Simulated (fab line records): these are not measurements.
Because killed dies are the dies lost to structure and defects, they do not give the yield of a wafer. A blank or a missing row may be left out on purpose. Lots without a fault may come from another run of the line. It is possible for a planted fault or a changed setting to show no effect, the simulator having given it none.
Which tool was responsible?    flow n5Finfet    10 lots, 30 wafers sampled, at 1 step of a route of 1938

## WHAT THE GAUGES SHOWED, per wafer
N5_BEOL_M4_RC_MEAS_101. Usual: DIBL_N 36.4 mV/V, standard deviation 1.3; DIBL_P 36.5 mV/V, standard deviation 1.7; IOFF_N 0.154 nA/um, standard deviation 0.022; IOFF_P 0.202 nA/um, standard deviation 0.025; ION_N 671 uA/um, standard deviation 9.8; ION_P 460 uA/um, standard deviation 6.8; SS_N 71.6 mV/dec, standard deviation 0.54; SS_P 73.4 mV/dec, standard deviation 0.58; VT_N 250.9 mV, standard deviation 2.8; VT_P -251.4 mV, standard deviation 2.7.
lot   measured      on         DIBL_N (mV/V)   DIBL_P (mV/V)   IOFF_N (nA/um)     IOFF_P (nA/um)     ION_N (uA/um)  ION_P (uA/um)  SS_N (mV/dec)   SS_P (mV/dec)   VT_N (mV)          VT_P (mV)             flag
L241  day 8 04:26   prober-02  37.2 34.8 37.4  35.9 33.7 36.4  0.159 0.124 0.168  0.181 0.161 0.194  682 668 674    449 458 452    73.0 71.3 72.1  73.1 73.1 72.9  252.0 255.4 250.2  -252.2 -252.7 -252.2  
L244  day 8 10:06   prober-02  36.4 38.7 38.6  36.5 38.8 38.8  0.135 0.172 0.176  0.171 0.203 0.202  662 678 676    448 453 450    70.7 71.6 71.8  72.7 74.2 73.7  251.5 247.7 247.2  -255.8 -253.6 -253.1  
L243  day 8 14:12   prober-02  39.3 36.8 35.7  38.5 36.2 34.4  0.174 0.132 0.116  0.185 0.155 0.142  669 662 657    447 446 444    72.4 71.7 71.4  74.5 72.9 73.5  252.2 253.1 258.6  -256.8 -256.9 -256.9  
L245  day 9 02:28   prober-02  36.6 36.0 35.3  37.2 36.3 35.5  0.147 0.145 0.134  0.204 0.201 0.183  679 694 665    463 469 460    72.0 71.6 71.7  73.4 72.9 73.3  249.0 250.9 251.9  -249.7 -250.8 -252.3  
L246  day 9 13:07   prober-02  37.8 36.2 36.0  37.6 35.6 35.5  0.182 0.152 0.147  0.234 0.199 0.197  680 684 681    470 466 466    71.4 70.8 71.3  73.9 73.4 73.8  247.4 249.2 248.4  -247.5 -249.2 -248.3  
L253  day 10 14:43  prober-02  36.2 35.1 34.2  36.7 35.4 33.9  0.164 0.143 0.132  0.205 0.187 0.176  681 671 671    464 459 458    71.7 71.8 71.3  72.6 72.5 72.5  250.9 252.5 251.3  -250.8 -251.6 -253.4  
L259  day 12 18:36  prober-01  35.8 38.0 36.2  35.5 37.1 35.9  0.135 0.161 0.139  0.225 0.260 0.243  662 656 655    466 461 458    70.9 72.7 71.7  73.0 73.9 73.3  253.4 249.9 252.5  -250.0 -247.8 -245.9  
L261  day 12 23:37  prober-02  38.7 37.7 38.3  40.7 40.3 41.4  0.203 0.184 0.213  0.250 0.238 0.267  671 675 679    462 457 461    73.0 72.1 72.4  74.1 74.4 73.9  248.8 249.9 248.1  -248.9 -249.7 -247.8  
L260  day 13 07:52  prober-01  37.1 37.6 37.2  35.6 37.3 37.7  0.163 0.188 0.193  0.198 0.241 0.248  661 676 687    449 463 469    71.9 71.9 71.4  73.7 74.4 73.6  250.8 244.2 246.1  -252.9 -245.9 -245.7  
L262  day 13 22:59  prober-01  34.7 35.0 35.2  34.7 35.3 36.0  0.130 0.134 0.145  0.191 0.199 0.215  662 679 672    459 466 464    71.6 70.6 71.2  72.5 72.7 72.4  253.3 251.0 250.8  -251.2 -248.1 -249.1  

## EACH LOT AND THE TOOL THAT RAN IT (in order: tool; ch and the chambers of the sampled wafers; start)
The record shows no process step preceding these readings.

## WHAT THE TOOLS THEMSELVES READ (means of the sampled wafers that have a number; where no wafer has one, the mark that the record gives instead)
The record holds no such reading with a usual standard deviation.

## THE ANSWER, worked out from the rows above alone
Rule: take the mean of a lot's wafers that have a number; if it is more than 3 standard deviations from the usual mean, the lot is off. A lot without any number at a reading at which 4 lots or more have one is off too. Where the step has rows for the other lots, those lots are counted as sound. Order of review: gauges by route order, followed by the tools' own readings, for which a lot's mean as printed above is used. At the first step where some lot is off, the reading lying furthest off is the one used; lots without a number count as furthest.
No lot is off on any of the readings shown, so nothing can be concluded from this.

## WHAT THE SIMULATOR HAD INSERTED
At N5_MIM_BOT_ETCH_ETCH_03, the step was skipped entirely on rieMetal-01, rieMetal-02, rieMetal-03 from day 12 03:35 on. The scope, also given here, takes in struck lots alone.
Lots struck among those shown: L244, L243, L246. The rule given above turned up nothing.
